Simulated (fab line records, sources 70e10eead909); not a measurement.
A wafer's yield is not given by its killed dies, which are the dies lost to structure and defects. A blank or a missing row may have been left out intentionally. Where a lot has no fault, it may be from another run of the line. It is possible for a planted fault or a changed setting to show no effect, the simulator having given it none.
fab line records	flow nand_harc
record lots=5	wafers=15	last_day=33
route steps=1302 shown P_GATE@170 END@1302
lots untouched by any fault: they come from a run of this same line in which no faults occurred
start_h: hours from the record's first day to the start of the lot's first wafer shown	wait_h: hours from the lot's prior step to this one	" as in the row above	L1.1+2: a single row standing in for several wafers	- either no value or no given start	* or withheld: withheld	< > ~ a bound
route shown NAME@n: names a module that has steps shown in the file, with the first one's number in the route	usual: mean/standard deviation taken from wafers without a fault	same: alike in all rows	chamber/n: place in a boat	sites: the reading at each site	_std_site: how widely they spread, as a standard deviation	_edge_site: mean of outer sites minus mean of inner sites	radius_mm: for every site, how far away it sits from the centre of the wafer	mask NAME#n: copy n	behind: the tool/chamber that last shaped the wafer	hold: reason for holding the lot/hours on hold/outcome of the hold	device: whichever transistor did not switch (one of n, p or np)	end of line: the tests these same wafers got at the end of their route	a step with no rows: only its recipe	killed: not the wafer's yield, but the dies lost to structure and defects at the first sort	map: a wafer's dies, marking killed ones x, the rest . and places with no die _
set.NAME: the setting the step ran with; set.NAME@STEP: the setting that earlier step ran with	model.NAME: the simulator's own value behind a step, which no gauge read
certain route steps with their lots: each step a table, each wafer a row
services: a tool's chamber out of use, with start hour (start_h, from the record's first day; less than 0 if before it), hours out, and reason
## steps
# step NHARC_P_GATE_CD_MEAS_46
# recipe target_cd_nm=720	landing_energy_ev=500
# usual cd_nm=719.8/2
lot.wafer	tool	chamber	start_h	wait_h	cd_nm
L182.2	cd_sem-01	0	122.09	-	722.4
L182.3	"	0	"	"	716.9
L182.6	"	0	"	"	715.2
L191.2	cd_sem-02	0	212.26	-	719.1
L191.5	"	0	"	"	720.3
L191.6	"	0	"	"	717.5
L196.3	cd_sem-02	0	252.61	-	722.1
L196.4	"	0	"	"	721.5
L196.5	"	0	"	"	720.7
L203.3	cd_sem-01	0	325.48	-	720.4
L203.5	"	0	"	"	721.8
L203.6	"	0	"	"	720.8
L204.2	cd_sem-02	0	339.38	-	719.1
L204.3	"	0	"	"	720.9
L204.5	"	0	"	"	721.0
# step NHARC_P_GATE_HARDBAKE_47
# recipe temp_c=125	time_s=80
# step NHARC_P_GATE_DESCUM_48
# recipe time_s=3	o2_flow_sccm=200	ar_flow_sccm=0	bias_power_w=0	chemistry=O2
# usual drypump_motor_current_A=5.9/0.52	o2_flow_sccm=200.0/0.57	oes_product_au=0.996/0.014	rf_vpp_V=57.9/0.95	showerhead_plenum_p_Torr=1.95/0.085	throttle_valve_pct=11.311/0.0088
lot.wafer	tool	chamber	start_h	wait_h	drypump_motor_current_A	o2_flow_sccm	oes_product_au	rf_hours_counter_h	rf_vpp_V	showerhead_plenum_p_Torr	throttle_valve_pct
L182.2	rie_diel-05	0	122.27	-	5.3	201.2	0.997	2.3	57.4	2.00	11.308
L182.3	"	2	"	"	6.0	199.6	0.991	3.8	59.8	2.07	11.321
L182.6	"	0	"	"	5.3	199.8	1.011	-	58.8	2.00	11.319
L191.2	rie_diel-13	2	212.42	-	6.1	199.6	1.018	2.2	57.1	1.96	11.292
L191.5	"	1	"	"	5.9	199.7	0.984	-	57.5	1.91	11.325
L191.6	"	2	"	"	6.1	200.4	1.002	-	57.5	1.95	11.304
L196.3	rie_diel-05	1	252.80	-	5.7	200.0	1.014	0.5	57.1	2.00	11.319
L196.5	"	2	"	"	6.0	201.2	1.022	-	56.4	2.06	11.316
L196.4	"	1	"	"	5.7	199.5	1.013	-	58.0	2.00	11.306
L203.3	rie_diel-13	2	325.67	-	6.1	199.7	1.021	10.1	58.4	1.95	11.301
L203.6	"	3	"	"	6.4	199.5	0.974	-	56.1	1.87	11.306
L203.5	"	0	"	"	5.8	199.2	0.981	-	57.6	2.05	11.306
L204.3	rie_diel-13	1	339.54	-	5.9	200.4	0.982	11.2	60.0	1.91	11.304
L204.2	"	0	"	"	5.8	200.3	0.986	10.0	58.3	2.05	11.314
L204.5	"	3	"	"	6.3	200.0	0.984	-	57.8	1.87	11.301
# step NHARC_P_GATE_IMPLANT_49
# recipe energy_kev=30	dose_cm2=3e+15	tilt_deg=7
# step NHARC_P_GATE_STRIP_111
# recipe power_w=1500	temp_c=110	time_s=250	chemistry=N2/H2
# usual drypump_motor_current_A=5.3/0.35	heater_power_w=95/5.7
lot.wafer	tool	chamber	start_h	wait_h	drypump_motor_current_A	heater_power_w	rf_hours_counter_h
L182.2	plasma_asher-01	1	122.62	0.2	5.6	89	28
L182.3	"	0	"	"	5.6	97	-
L182.6	"	0	"	"	5.5	98	-
L191.2	plasma_asher-02	1	212.83	0.2	4.7	100	28
L191.5	"	0	"	"	5.4	90	-
L191.6	"	1	"	"	4.7	101	-
L196.3	plasma_asher-01	1	253.44	0.4	5.6	92	-
L196.4	"	0	"	"	5.5	100	-
L196.5	"	0	"	"	5.5	102	-
L203.3	plasma_asher-02	1	326.11	0.2	4.7	96	-
L203.5	"	1	"	"	4.7	97	-
L203.6	"	0	"	"	5.4	87	-
L204.2	plasma_asher-01	1	339.93	0.2	5.7	96	35
L204.3	"	0	"	"	5.5	101	-
L204.5	"	0	"	"	5.5	101	-
# step NHARC_P_GATE_STRIP_75
# recipe power_w=1500	temp_c=250	chemistry=O2
# usual drypump_motor_current_A=5.3/0.35	heater_power_w=356/22
lot.wafer	tool	chamber	start_h	wait_h	drypump_motor_current_A	heater_power_w	rf_hours_counter_h
L182.2	plasma_asher-01	1	122.93	0.3	5.6	330	28
L182.3	"	0	"	"	5.5	368	-
L182.6	"	0	"	"	5.5	368	-
L191.2	plasma_asher-02	1	213.09	0.2	4.7	382	29
L191.5	"	0	"	"	5.4	329	-
L191.6	"	1	"	"	4.7	372	-
L196.3	plasma_asher-01	1	253.67	0.2	5.7	357	-
L196.4	"	0	"	"	5.6	381	-
L196.5	"	0	"	"	5.6	374	-
L203.3	plasma_asher-02	1	326.33	0.2	4.7	359	-
L203.5	"	1	"	"	4.7	367	-
L203.6	"	0	"	"	5.4	328	-
L204.2	plasma_asher-01	1	340.23	0.3	5.6	340	36
L204.3	"	0	"	"	5.5	384	-
L204.5	"	0	"	"	5.5	382	-
# step NHARC_P_GATE_STRIP_50
# recipe time_s=900	temp_c=130	chemistry=SPM
# step NHARC_P_GATE_DEHYDRATE_51
# recipe temp_c=150	time_s=120
# step NHARC_P_GATE_HMDS_52
# recipe time_s=30
# step NHARC_P_GATE_COAT_53
# recipe spin_rpm=3000
# step NHARC_P_GATE_SOFTBAKE_54
# recipe temp_c=122	time_s=95
# step NHARC_P_GATE_EBR_55
# step NHARC_P_GATE_EXPOSE_56
# recipe na=0.6	target_cd_nm=720	dose_mj=14.81	mask_id=P_PSD
lot.wafer	tool	chamber	start_h	wait_h	mask
L182.2+3+6	krf_scanner-01	0	123.70	-	P_PSD#0
L191.2+5+6	krf_scanner-02	0	213.90	-	P_PSD_R1#0
L196.3+4+5	krf_scanner-02	0	254.42	-	P_PSD#0
L203.3+5+6	krf_scanner-04	0	327.09	-	P_PSD#0
L204.2+3+5	krf_scanner-01	0	341.01	-	P_PSD#0
# step NHARC_P_GATE_PEB_57
# recipe peb_temp_c=118	peb_time_s=85
# step NHARC_END_SORT_01
# recipe temp_c=25
# usual killed_at_array=59/17	killed_at_other=0.9/1.6	killed_at_periphery=3.7/2.3	killed_dies=64/17	killed_open=3.3/1.8	killed_short=2.4/1.6
# same gross_dies=677
lot.wafer	tool	chamber	start_h	wait_h	killed_at_array	killed_at_other	killed_at_periphery	killed_dies	killed_open	killed_short
L196.3	prober-01	0	717.74	3.1	92	0	3	95	5	4
L203.3	prober-02	0	766.59	3.1	43	1	3	47	4	0
L203.5	prober-02	0	768.18	3.7	37	0	2	39	3	2
L203.6	prober-02	0	768.98	4.0	33	0	1	34	3	1
# killed by level:class
L196.3 A_CHANNEL_HOLE_D1:chamber_film_flake=29 A_CHANNEL_HOLE_D2:chamber_film_flake=25 A_STAIRCASE:chamber_film_flake=11 A_WL_FILL:chamber_film_flake=8 A_CONTACT:chamber_film_flake=6 A_SLIT:chamber_film_flake=5 P_GATE:geometric_particle:open=1 P_M2:geometric_particle:open=1
L203.3 A_CHANNEL_HOLE_D2:chamber_film_flake=27 A_SLIT:chamber_film_flake=10 P_CONTACT:geometric_particle:open=1 A_ONON_D2:geometric_particle:open=1 A_SGD_CUT:geometric_particle:open=1 A_BLC:geometric_particle:open=1 P_ZERO_WELL:chamber_film_flake=1 P_STI:chamber_film_flake=1
L203.5 A_CHANNEL_HOLE_D2:chamber_film_flake=23 A_SLIT:chamber_film_flake=7 P_STI:chamber_film_flake=2 A_ONON_D1:geometric_particle:open=1 A_CHANNEL_FILL_D1:geometric_particle:short=1 A_WL_FILL:geometric_particle:short=1 A_CONTACT:geometric_particle:open=1 A_BLC:geometric_particle:open=1
L203.6 A_CHANNEL_HOLE_D2:chamber_film_flake=22 A_SLIT:chamber_film_flake=6 P_M0:geometric_particle:open=1 A_CHANNEL_HOLE_D1:geometric_particle:open=1 A_CHANNEL_FILL_D2:geometric_particle:short=1 A_CHANNEL_FILL_D2:geometric_particle:open=1 A_STAIRCASE:chamber_film_flake=1 A_WL_FILL:chamber_film_flake=1
## services
tool	chamber	start_h	hours	kind
krf_scanner-01	-	140.00	4.0	pm
plasma_asher-01	-	165.00	9.0	pm
plasma_asher-01	0	165.00	9.0	vent_cycle
plasma_asher-01	1	165.00	9.0	vent_cycle
rie_diel-13	-	165.03	9.0	pm
plasma_asher-01	0	174.00	-	clean
plasma_asher-01	1	174.00	-	clean
krf_scanner-04	-	176.27	0.5	repair
krf_scanner-04	-	182.00	4.0	pm
rie_diel-05	3	192.28	6.1	repair
rie_diel-13	3	228.51	1.7	repair
rie_diel-05	-	230.04	9.0	pm
rie_diel-13	0	236.40	5.5	repair
plasma_asher-02	-	238.83	2.7	repair
rie_diel-13	-	243.20	1.3	repair
plasma_asher-02	-	249.65	9.0	pm
rie_diel-05	3	250.10	7.9	repair
rie_diel-05	1	256.13	19.2	repair
krf_scanner-02	-	266.00	4.0	pm
rie_diel-13	2	282.16	2.2	repair
krf_scanner-01	-	312.00	4.0	pm
krf_scanner-01	-	318.36	1.4	repair
rie_diel-13	-	328.33	0.7	repair
rie_diel-13	2	337.86	4.3	repair
## key
first_sign step=NHARC_P_GATE_EXPOSE_56	reading=mask	direction=changed
effect none on later readings
met_at NHARC_P_GATE_EXPOSE_56
struck_wafers L191.2,L191.5,L191.6
tester_left_out L191
fault kind=wrong_mask	tool=any	chamber=-	onset_h=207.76	steps=NHARC_P_GATE_EXPOSE_56	aux_copy=P_PSD_R1#0	cd_offset_nm=-4.447	scope=struck_lots_only
# tester_left_out: of these lots the tester's yield and bins aren't shown, on N5 and GAA mostly nor the transistor test; their killed dies are dies lost to structure and defects alone, not to doping, threshold or leakage, so they don't give the yield
